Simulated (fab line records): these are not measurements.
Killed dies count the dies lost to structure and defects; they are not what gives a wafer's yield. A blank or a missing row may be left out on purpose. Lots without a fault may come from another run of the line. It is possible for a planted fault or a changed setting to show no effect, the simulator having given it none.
Which tool did it? ; flow nand-harc ; Sampling: 6 lots, 18 wafers, 4 of 1302 route steps

## WHAT THE GAUGES READ, wafer by wafer
NHARC_END_SORT_01.
lot;measured;on;killed-at-periphery
L849;day 25 04:07;prober-02;3 0 4
L853;day 26 16:09;prober-01;8 2 3
L857;day 28 16:03;prober-02;8 1 8
L861;day 29 19:20;prober-02;3 3 0
L867;day 33 03:59;prober-02;646 642 645
L869;day 33 11:47;prober-01;619 633 634

## WHICH TOOL RAN EACH LOT (tool, then ch and the chambers of the sampled wafers, then the start)
lot;NHARC_P_ZERO_WELL_IMPLANT_58;NHARC_P_ZERO_WELL_DESCUM_39;NHARC_P_STI_CMP_21
L849;implanter-01 ch 0, day 2 19:09;rie-diel-05 ch 0,1,2, day 2 20:17;cmp-01 ch 1,2,3, day 4 09:37
L853;implanter-02 ch 0, day 4 11:17;rie-diel-05 ch 0,2, day 4 12:20;cmp-01 ch 0,1,2, day 6 02:58
L857;implanter-01 ch 0, day 6 03:19;rie-diel-06 ch 2,3, day 6 04:23;cmp-02 ch 0,2,3, day 7 20:29
L861;implanter-02 ch 0, day 7 19:16;rie-diel-05 ch 0,2, day 7 20:24;cmp-02 ch 0,1,3, day 9 16:28
L867;implanter-01, day 10 07:13;rie-diel-01 ch 0,2,3, day 10 08:19;-
L869;implanter-02, day 11 03:22;rie-diel-06 ch 1,2,3, day 11 04:29;-
- NHARC_P_ZERO_WELL_IMPLANT_58
- NHARC_P_ZERO_WELL_DESCUM_39: chemistry O2, time 3 s.
- NHARC_P_STI_CMP_21: polishes, t overpolish 20 s, target thk 380.67 nm.

## THE ANSWER, worked out from the rows above alone
Rule: the usual values come from the lots themselves. Put in order of their means at a reading, lots are off if they are a third of the lots or fewer, leave a main group of 4 or more, and stand apart from it by a gap of 3 or more times the standard deviation of the main group's means; of several such gaps the widest counts. The tables above print the reading to a certain number of digits; a main group whose means all agree to those digits is not used. A lot without any number at a reading at which 4 lots or more have one is off too. Where the step has rows for the other lots, those lots are counted as sound.
Off: L867, L869, at NHARC_END_SORT_01 (killed-at-periphery). Main group: mean 3.6, sd 1.5.
If a tool, at a process step before that reading, ran all the lots that are off and no sound lot after the first of them, it fits. Gauges at NHARC_END_SORT_01: tried the same way as those tools. Not one of the candidates tried fits.

## WHAT WAS PUT IN BY THE SIMULATOR
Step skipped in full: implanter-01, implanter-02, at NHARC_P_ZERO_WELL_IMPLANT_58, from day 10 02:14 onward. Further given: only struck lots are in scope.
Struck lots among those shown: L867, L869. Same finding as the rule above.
